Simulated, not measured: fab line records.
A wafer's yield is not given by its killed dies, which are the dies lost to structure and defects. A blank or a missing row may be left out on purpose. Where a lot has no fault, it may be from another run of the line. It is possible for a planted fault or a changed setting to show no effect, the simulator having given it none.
Chamber matching ; flow n5_finfet ; N5_BEOL_M1_ETCH_69 on rie_diel-03: 4 sister chambers
The step etches SiARC in CF4, target depth 15.6 nm, time 26 s. 7 wafers are shown with their chamber, then 11 later ones without.

## WAFERS WITH THEIR CHAMBER
wafer;chamber;oes_product_au (a.u.);throttle_valve_pct (%)
L079.6;0;0.63;15.66
L080.1;0;0.63;15.69
L080.4;1;0.77;15.39
L082.1;1;0.77;15.40
L082.3;3;0.60;15.75
L082.4;2;0.64;15.47
L089.3;3;0.59;15.77

## WAFERS WHOSE CHAMBER IS MISSING
wafer;oes_product_au (a.u.);throttle_valve_pct (%)
L089.5;0.63;15.51
L089.6;0.74;15.44
L091.1;0.59;15.77
L091.2;0.62;15.71
L091.4;0.63;15.50
L092.1;0.61;15.73
L092.2;0.74;15.44
L092.6;0.62;15.72
L093.1;0.62;15.71
L093.3;0.58;15.79
L093.6;0.63;15.49

## EACH ONE'S CHAMBER
wafer;from the rows above;in truth
L089.5;2;2
L089.6;1;1
L091.1;3;3
L091.2;0;0
L091.4;2;2
L092.1;can't be placed: 3 or 0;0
L092.2;1;1
L092.6;0;0
L093.1;0;0
L093.3;3;3
L093.6;2;2
Correct placement for 10 of the 11. Can't be placed from these rows: 1 (the true chamber is among the candidates in 1). Placed wrongly: 0.
How it was worked out, from the rows above alone: a wafer's distance from a chamber is the root of the sum, over the readings, of the square of ((its reading less the chamber's mean) divided by the reading's scatter). The wafer belongs to the nearest chamber; if the next one is less than 2 further off, it can't be placed. The mean given for a chamber averages the wafers shown for that chamber. The scatter is the square root of a quotient: the sum, over the shown wafers, of each reading's squared deviation from its chamber's mean, divided by wafers minus chambers.
